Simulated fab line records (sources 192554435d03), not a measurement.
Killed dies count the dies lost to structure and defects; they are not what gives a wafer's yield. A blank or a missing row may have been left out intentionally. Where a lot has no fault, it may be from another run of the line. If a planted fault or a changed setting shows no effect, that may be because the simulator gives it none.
Matching of chambers | flow n5Finfet | N5_BEOL_M9_ETCH_61 on rieDiel-05: 4 sister chambers
The step etches SiARC in CF4, target depth 39 nm, time 65 s. 7 wafers are shown with their chamber, then 7 later ones without.

== WAFERS PAIRED WITH THEIR CHAMBERS ==
wafer  | chamber | showerheadPlenumPTorr (Torr) | throttleValvePct (%)
L078.3 | 3       | 2.20                         | 15.76
L088.5 | 0       | 2.18                         | 15.53
L085.1 | 2       | 2.14                         | 15.81
L085.2 | 1       | 2.08                         | 15.80
L085.3 | 0       | 2.18                         | 15.53
L087.3 | 1       | 2.07                         | 15.81
L087.4 | 2       | 2.14                         | 15.84

== WAFERS MISSING THEIR CHAMBER ==
wafer  | showerheadPlenumPTorr (Torr) | throttleValvePct (%)
L087.5 | 2.18                         | 15.55
L094.1 | 2.19                         | 15.29
L094.2 | 2.07                         | 15.80
L094.4 | 2.13                         | 15.85
L097.1 | 2.19                         | 15.31
L097.4 | 2.13                         | 15.84
L097.6 | 2.07                         | 15.81

== WHICH CHAMBER EACH WENT THROUGH ==
wafer  | from the rows above | in truth
L087.5 | 0                   | 0
L094.1 | 0                   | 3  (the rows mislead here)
L094.2 | 1                   | 1
L094.4 | 2                   | 2
L097.1 | 0                   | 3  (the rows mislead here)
L097.4 | 2                   | 2
L097.6 | 1                   | 1
Placed correctly: 5 of 7. Left unplaced by these rows: 0. Placed wrongly: 2.
How it was worked out, from the rows above alone: a wafer's distance from a chamber is the root of the sum, over the readings, of the square of ((its reading less the chamber's mean) divided by the reading's scatter). The wafer belongs to the nearest chamber; if the next one is less than 2 further off, it can't be placed. A chamber's mean is the mean of its shown wafers. How the scatter is found: for the shown wafers, subtract from each reading the mean of its chamber, square and add these, divide the total by (wafers less chambers), then take the root.
